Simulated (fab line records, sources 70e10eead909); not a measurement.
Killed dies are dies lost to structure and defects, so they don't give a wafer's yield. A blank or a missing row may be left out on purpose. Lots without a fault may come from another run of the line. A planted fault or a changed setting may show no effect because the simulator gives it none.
Chamber matching | flow nand_harc | NHARC_P_CONTACT_CMP_01 on cmp-04: 4 sister chambers
The step polishes SiO2, target thk 200 nm. 7 wafers are shown with their chamber, then 10 later ones without.

WAFERS WITH THEIR CHAMBER
wafer  | chamber | motor_current_A (A)
L084.6 | 3       | 14.2
L087.5 | 0       | 11.1
L088.1 | 1       | 13.0
L088.5 | 1       | 13.3
L088.6 | 2       | 13.5
L093.1 | 0       | 11.6
L093.2 | 2       | 13.6

WAFERS WITHOUT THEIR CHAMBER
wafer  | motor_current_A (A)
L093.4 | 13.0
L094.1 | 12.8
L094.2 | 13.2
L094.5 | 11.7
L095.3 | 13.2
L095.4 | 13.7
L095.6 | 13.2
L096.1 | 13.3
L096.2 | 13.0
L096.6 | 12.9

WHICH CHAMBER EACH WENT THROUGH
wafer  | from the rows above          | in truth
L093.4 | can't be placed: 1 or 2      | 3
L094.1 | can't be placed: 1 or 2      | 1
L094.2 | can't be placed: 1 or 2      | 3
L094.5 | 0                            | 0
L095.3 | can't be placed: 1 or 2      | 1
L095.4 | can't be placed: 2 or 3 or 1 | 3
L095.6 | can't be placed: 1 or 2      | 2
L096.1 | can't be placed: 1 or 2      | 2
L096.2 | can't be placed: 1 or 2      | 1
L096.6 | can't be placed: 1 or 2      | 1
Placed correctly: 1 of 10. Can't be placed from these rows: 9 (the true chamber is among the candidates in 7). Placed wrongly: 0.
How it was worked out, from the rows above alone: a wafer's distance from a chamber is the root of the sum, over the readings, of the square of ((its reading less the chamber's mean) divided by the reading's scatter). The wafer belongs to the nearest chamber; if the next one is less than 2 further off, it can't be placed. A chamber's mean is the mean of its shown wafers. The scatter: the root of (the sum of the squares of (reading less its chamber's mean) over the shown wafers, divided by (wafers less chambers)).
